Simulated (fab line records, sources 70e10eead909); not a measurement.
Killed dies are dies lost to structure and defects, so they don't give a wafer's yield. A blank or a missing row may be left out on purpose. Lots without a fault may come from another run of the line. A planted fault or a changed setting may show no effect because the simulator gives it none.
fab line records | flow nand_harc
record lots=11 wafers=33 last_day=24
route steps=1159 shown P_ZERO_WELL@26 P_GATE@144
lots that met no fault: from a run of the same line without faults
start_h: hours from the record's first day to the start of the lot's first wafer shown | wait_h: hours since the lot's step before | " the same as in the row above | L1.1+2: a row that stands for several wafers | - no value, or no start given | * or withheld: withheld | < > ~ a bound
route shown NAME@n: a module of which the file shows steps, and the number in the route of the first | usual: mean/standard deviation of fault-free wafers | same: alike in all rows | chamber/n: place in a boat | sites: the reading at each site | _std_site: their standard deviation | _edge_site: outer sites' mean less inner sites' | radius_mm: how far each site lies from the wafer's centre | mask NAME#n: copy n | behind: the tool/chamber that last shaped the wafer | hold: why the lot was held/for how many hours/how that ended | device: the transistor (n, p or np) that didn't switch | end of line: the same wafers' tests at the end of the route | a step without rows: its recipe alone | killed: dies lost to structure and defects at the first sort, not the wafer's yield | map: a wafer's dies, x killed, . not, _ none there
set.NAME: the setting as run; set.NAME@STEP: as run at that earlier step | model.NAME: the simulator's own value behind a step, which no gauge read
steps of the route over a sample of lots; a table a step, a row a wafer
services: from which hour (start_h, from the record's first day; less than 0 if before it) a tool's chamber was out of use, for how many hours, and why
## steps
# step NHARC_P_ZERO_WELL_EXPOSE_21
# recipe na=0.6 target_cd_nm=720 dose_mj=22.31 mask_id=P_NWELL
# usual exposure_dose_mJ_cm2=22.305/0.022
# columns lot.wafer tool chamber start_h wait_h mask exposure_dose_mJ_cm2
L404.3 krf_scanner-02 0 26.75 - P_NWELL#0 22.268
L404.4 " 0 " " P_NWELL#0 22.283
L404.5 " 0 " " P_NWELL#0 22.268
L406.2 krf_scanner-01 0 38.43 - P_NWELL#0 22.306
L406.5 " 0 " " P_NWELL#0 22.308
L406.6 " 0 " " P_NWELL#0 22.302
L407.4 krf_scanner-02 0 44.47 - P_NWELL#0 22.320
L407.5 " 0 " " P_NWELL#0 22.319
L407.6 " 0 " " P_NWELL#0 22.306
L408.2 krf_scanner-02 0 50.36 - P_NWELL#0 22.333
L408.5 " 0 " " P_NWELL#0 22.337
L408.6 " 0 " " P_NWELL#0 22.313
L411.1 krf_scanner-02 0 68.42 - P_NWELL#0 22.287
L411.4 " 0 " " P_NWELL#0 22.272
L411.6 " 0 " " P_NWELL#0 22.256
L412.4 krf_scanner-01 0 74.44 - P_NWELL#0 22.332
L412.5 " 0 " " P_NWELL#0 22.296
L412.6 " 0 " " P_NWELL#0 22.297
L416.1 krf_scanner-02 0 98.38 - P_NWELL#0 24.550
L416.5 " 0 " " P_NWELL#0 24.566
L416.6 " 0 " " P_NWELL#0 24.542
L418.3 krf_scanner-03 0 110.46 - P_NWELL#0 22.309
L418.5 " 0 " " P_NWELL#0 22.290
L418.6 " 0 " " P_NWELL#0 22.308
L421.3 krf_scanner-02 0 128.35 - P_NWELL#0 24.575
L421.4 " 0 " " P_NWELL#0 24.525
L421.6 " 0 " " P_NWELL#0 24.538
L423.2 krf_scanner-03 0 140.45 - P_NWELL#0 22.302
L423.4 " 0 " " P_NWELL#0 22.340
L423.5 " 0 " " P_NWELL#0 22.321
L424.1 krf_scanner-03 0 146.34 - P_NWELL#0 22.320
L424.2 " 0 " " P_NWELL#0 22.327
L424.5 " 0 " " P_NWELL#0 22.305
# step NHARC_P_ZERO_WELL_CD_MEAS_24
# recipe target_cd_nm=720 landing_energy_ev=500
# usual cd_nm=720.5/2
# columns lot.wafer tool chamber start_h wait_h cd_nm
L404.3 cd_sem-02 0 26.90 - 722.2
L404.4 " 0 " " 723.7
L404.5 " 0 " " 722.3
L406.2 cd_sem-01 0 38.58 - 718.5
L406.5 " 0 " " 717.4
L406.6 " 0 " " 719.6
L407.4 cd_sem-02 0 44.61 - 716.2
L407.5 " 0 " " 720.4
L407.6 " 0 " " 720.2
L408.2 cd_sem-01 0 50.51 - 719.0
L408.5 " 0 " " 722.1
L408.6 " 0 " " 722.8
L411.1 cd_sem-03 0 68.58 - 718.8
L411.4 " 0 " " 715.9
L411.6 " 0 " " 720.2
L412.4 cd_sem-01 0 74.58 - 719.8
L412.5 " 0 " " 719.2
L412.6 " 0 " " 720.6
L416.1 cd_sem-03 0 98.53 - 738.8
L416.5 " 0 " " 739.5
L416.6 " 0 " " 738.2
L418.3 cd_sem-02 0 110.61 - 721.3
L418.5 " 0 " " 725.1
L418.6 " 0 " " 724.6
L421.3 cd_sem-02 0 128.50 - 735.3
L421.4 " 0 " " 738.8
L421.6 " 0 " " 735.6
L423.2 cd_sem-03 0 140.62 - 718.3
L423.4 " 0 " " 723.8
L423.5 " 0 " " 722.0
L424.1 cd_sem-03 0 146.50 - 719.9
L424.2 " 0 " " 720.0
L424.5 " 0 " " 718.9
# step NHARC_P_GATE_DESCUM_31
# recipe time_s=3 o2_flow_sccm=200 ar_flow_sccm=0 bias_power_w=0 chemistry=O2
# usual drypump_motor_current_A=5.8/0.42 oes_product_au=1.001/0.011 rf_vpp_V=57.9/1 showerhead_plenum_p_Torr=1.95/0.1 throttle_valve_pct=11.311/0.0085
# columns lot.wafer tool chamber start_h wait_h drypump_motor_current_A oes_product_au rf_hours_counter_h rf_vpp_V showerhead_plenum_p_Torr throttle_valve_pct
L404.3 rie_diel-10 2 101.61 0.1 6.7 0.978 16 58.2 2.04 11.304
L404.4 " 0 " " 5.7 0.996 16 58.4 2.06 11.315
L404.5 " 1 " " 5.7 1.016 - 57.2 1.79 11.314
L406.2 rie_diel-09 0 115.72 0.6 5.6 1.011 11 58.2 1.83 11.316
L406.5 " 1 " " 5.2 1.005 - 59.6 2.03 11.313
L406.6 " 2 " " 5.6 1.006 - 57.6 1.95 11.320
L407.4 rie_diel-09 2 115.85 0.5 5.6 1.015 11 56.5 1.95 11.308
L407.5 " 3 " " 6.2 0.994 - 59.8 2.07 11.308
L407.6 " 0 " " 5.6 1.017 - 58.6 1.83 11.299
L408.2 rie_diel-09 2 125.89 0.1 5.6 1.005 15 57.4 1.95 11.309
L408.5 " 2 " " 5.6 1.004 - 57.2 1.95 11.315
L408.6 " 3 " " 6.2 1.003 - 59.9 2.07 11.310
L411.1 rie_diel-02 3 139.05 0.1 5.5 0.998 54 56.6 1.82 11.307
L411.4 " 1 " " 5.6 0.990 62 59.2 1.94 11.309
L411.6 " 3 " " 5.5 0.994 - 57.8 1.82 11.317
L412.4 rie_diel-10 1 150.65 0.1 5.7 1.026 - 58.2 1.79 11.312
L412.5 " 2 " " 6.7 1.003 - 57.6 2.03 11.309
L412.6 " 0 " " 5.7 1.003 - 58.4 2.05 11.311
L416.1 rie_diel-10 0 175.86 0.1 5.7 1.007 31 58.0 2.05 11.313
L416.5 " 0 " " 5.7 0.988 - 58.8 2.05 11.311
L416.6 " 1 " " 5.8 1.015 - 56.1 1.79 11.313
L418.3 rie_diel-02 2 184.32 0.3 5.8 0.985 10 57.4 2.07 11.306
L418.5 " 3 " " 5.6 0.989 - 55.8 1.82 11.317
L418.6 " 0 " " 5.8 1.000 - 59.7 1.93 11.318
L421.3 rie_diel-10 3 202.04 0.1 5.5 1.004 5 57.0 1.94 11.312
L421.4 " 3 " " 5.4 0.991 - 58.6 1.94 11.320
L421.6 " 0 " " 5.7 1.011 - 58.5 2.05 11.301
L423.2 rie_diel-10 1 215.82 0.1 5.7 1.011 5 58.2 1.79 11.321
L423.4 " 2 " " 6.7 0.987 10 59.2 2.03 11.335
L423.5 " 1 " " 5.8 0.991 - 56.3 1.79 11.307
L424.2 rie_diel-09 3 215.97 0.1 6.2 1.009 47 57.6 2.06 11.307
L424.1 " 2 " " 5.6 1.010 48 56.9 1.94 11.325
L424.5 " 0 " " 5.6 1.011 - 57.9 1.82 11.311
# step NHARC_P_GATE_STRIP_101
# recipe time_s=20 o2_flow_sccm=500 ar_flow_sccm=0 bias_w=0 chemistry=O2
# usual drypump_motor_current_A=5.7/0.36 oes_product_au=0.998/0.01 rf_vpp_V=57.9/0.92 showerhead_plenum_p_Torr=3.58/0.17 throttle_valve_pct=17.037/0.0098
# columns lot.wafer tool chamber start_h wait_h drypump_motor_current_A oes_product_au rf_hours_counter_h rf_vpp_V showerhead_plenum_p_Torr throttle_valve_pct
L404.4 rie_diel-02 2 112.56 0.1 5.9 0.985 44 58.4 3.26 17.049
L404.3 " 3 " " 5.6 1.000 46 57.2 3.38 17.045
L404.5 " 0 " " 5.8 1.005 - 58.1 3.57 17.047
L406.2 rie_diel-02 3 126.58 0.1 5.6 0.993 50 57.2 3.37 17.040
L406.5 " 0 " " 5.8 1.006 - 57.9 3.56 17.043
L406.6 " 1 " " 5.6 0.993 - 55.7 3.58 17.037
L407.4 rie_diel-10 1 126.85 0.1 5.8 1.007 18 56.8 3.32 17.039
L407.6 " 3 " " 5.5 1.009 - 57.0 3.58 17.040
L407.5 " 0 " " 5.7 0.995 - 57.9 3.77 17.029
L408.2 rie_diel-09 1 137.11 0.1 5.2 1.003 19 58.2 3.72 17.033
L408.6 " 2 " " 5.6 1.005 - 58.5 3.59 17.048
L408.5 " 3 " " 6.2 1.001 - 59.7 3.80 17.048
L411.4 rie_diel-09 3 149.84 0.1 6.2 0.992 23 58.1 3.79 17.035
L411.1 " 1 " " 5.2 1.003 23 57.1 3.72 17.013
L411.6 " 3 " " 6.3 1.003 - 57.7 3.79 17.035
L412.4 rie_diel-02 1 163.91 0.1 5.6 0.980 2 58.1 3.58 17.016
L412.5 " 1 " " 5.6 0.979 - 58.7 3.58 17.027
L412.6 " 2 " " 5.9 0.992 - 57.5 3.81 17.028
L416.1 rie_diel-09 2 186.78 0.1 5.6 1.004 37 58.4 3.58 17.031
L416.6 " 1 " " 5.2 1.000 - 56.7 3.71 17.035
L416.5 " 2 " " 5.6 0.998 - 59.0 3.58 17.050
L418.3 rie_diel-10 3 195.50 0.3 5.5 1.000 3 58.2 3.57 17.042
L418.5 " 0 " " 5.7 1.013 - 58.6 3.77 17.026
L418.6 " 1 " " 5.8 0.980 - 58.6 3.32 17.040
L421.3 rie_diel-02 3 213.30 0.1 5.5 0.998 19 57.3 3.36 17.031
L421.4 " 1 " " 5.6 0.978 20 57.8 3.57 17.016
L421.6 " 2 " " 5.9 0.996 - 58.4 3.80 17.042
L423.2 rie_diel-10 0 227.08 0.1 5.7 1.005 11 58.2 3.76 17.030
L423.4 " 2 " " 6.8 0.978 12 57.0 3.72 17.043
L423.5 " 3 " " 5.5 0.996 - 59.0 3.57 17.036
L424.1 rie_diel-10 0 228.11 0.2 5.7 1.009 11 57.7 3.76 17.027
L424.2 " 1 " " 5.8 0.998 8 57.4 3.31 17.014
L424.5 " 3 " " 5.5 0.998 - 59.4 3.57 17.039
# step NHARC_P_GATE_STRIP_113
# recipe power_w=1500 temp_c=110 time_s=740 chemistry=N2/H2
# usual drypump_motor_current_A=6.0/0.51 heater_power_w=89/10
# columns lot.wafer tool chamber start_h wait_h drypump_motor_current_A heater_power_w rf_hours_counter_h
L404.4 plasma_asher-02 0 117.98 0.3 5.2 70 -
L404.3 " 1 " " 6.0 94 -
L404.5 " 1 " " 6.0 97 -
L406.2 plasma_asher-01 1 131.65 0.3 6.3 92 7
L406.5 " 0 " " 6.5 97 -
L406.6 " 1 " " 6.3 91 -
L407.4 plasma_asher-02 0 132.15 0.5 5.1 71 -
L407.6 " 1 " " 6.0 95 -
L407.5 " 0 " " 5.1 71 -
L408.2 plasma_asher-02 0 141.84 0.2 5.2 71 44
L408.5 " 0 " " 5.2 70 -
L408.6 " 1 " " 5.9 96 -
L411.1 plasma_asher-02 0 154.84 0.3 5.2 73 47
L411.4 " 1 " " 5.9 93 -
L411.6 " 1 " " 6.0 94 -
L412.4 plasma_asher-01 0 168.93 0.5 6.5 98 -
L412.6 " 1 " " 6.3 90 -
L412.5 " 0 " " 6.5 97 -
L416.1 plasma_asher-02 1 192.34 0.4 6.0 95 0
L416.5 " 1 " " 6.0 97 -
L416.6 " 0 " " 5.2 75 -
L418.3 plasma_asher-01 1 200.79 0.5 6.3 92 -
L418.6 " 0 " " 6.5 100 -
L418.5 " 1 " " 6.3 91 -
L421.3 plasma_asher-01 0 218.48 0.4 6.5 100 -
L421.4 " 1 " " 6.3 88 -
L421.6 " 1 " " 6.3 93 -
L423.2 plasma_asher-01 1 232.08 0.2 6.3 93 43
L423.4 " 1 " " 6.3 91 -
L423.5 " 1 " " 6.3 93 -
L424.1 plasma_asher-02 1 233.02 0.2 5.9 96 14
L424.2 " 0 " " 5.2 76 14
L424.5 " 1 " " 6.0 95 -
## services
# columns tool chamber start_h hours kind
plasma_asher-02 - 6.00 9.0 pm
krf_scanner-02 - 8.70 0.6 repair
rie_diel-09 0 22.29 10.8 repair
krf_scanner-02 - 38.00 4.0 pm
rie_diel-09 2 40.08 6.1 repair
plasma_asher-01 - 41.21 2.8 repair
rie_diel-02 2 69.24 11.6 repair
plasma_asher-02 - 73.25 1.6 repair
rie_diel-09 1 77.08 3.3 repair
rie_diel-09 - 77.19 9.0 pm
krf_scanner-01 - 84.00 4.0 pm
rie_diel-10 0 93.42 5.2 repair
plasma_asher-01 - 99.26 9.0 pm
krf_scanner-03 - 101.11 0.6 repair
rie_diel-10 1 108.33 12.8 repair
krf_scanner-02 - 141.99 0.5 repair
rie_diel-10 3 142.10 11.2 repair
rie_diel-02 - 150.73 9.0 pm
krf_scanner-03 - 171.87 4.0 pm
plasma_asher-02 - 183.34 9.0 pm
rie_diel-09 0 192.44 7.7 repair
rie_diel-10 1 200.45 14.6 repair
rie_diel-10 3 205.37 8.3 repair
krf_scanner-02 - 210.00 4.0 pm
## key
first_sign step=NHARC_P_ZERO_WELL_EXPOSE_21 reading=exposure_dose_mJ_cm2 direction=up sigmas=99+ usual=22.305 struck=24.550
effect step=NHARC_P_ZERO_WELL_CD_MEAS_24 reading=cd_nm direction=up sigmas=8.5 usual=720.5 struck=737.7
met_at NHARC_P_ZERO_WELL_EXPOSE_21
struck_lots L416,L421
tester_left_out L416,L421
not_acting_at NHARC_P_GATE_DESCUM_31,NHARC_P_GATE_STRIP_101,NHARC_P_GATE_STRIP_113
onset_between 68.42 98.38
fault kind=process_parameter_drift tool=krf_scanner-02 chamber=- onset_h=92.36 steps=NHARC_P_ZERO_WELL_EXPOSE_21 channel=dose_mj offset=2.2581 shape=step acts_in=these_recipes_only stated=22.31
# tester_left_out: of these lots the tester's yield and bins aren't shown, on N5 and GAA mostly nor the transistor test; their killed dies are dies lost to structure and defects alone, not to doping, threshold or leakage, so they don't give the yield
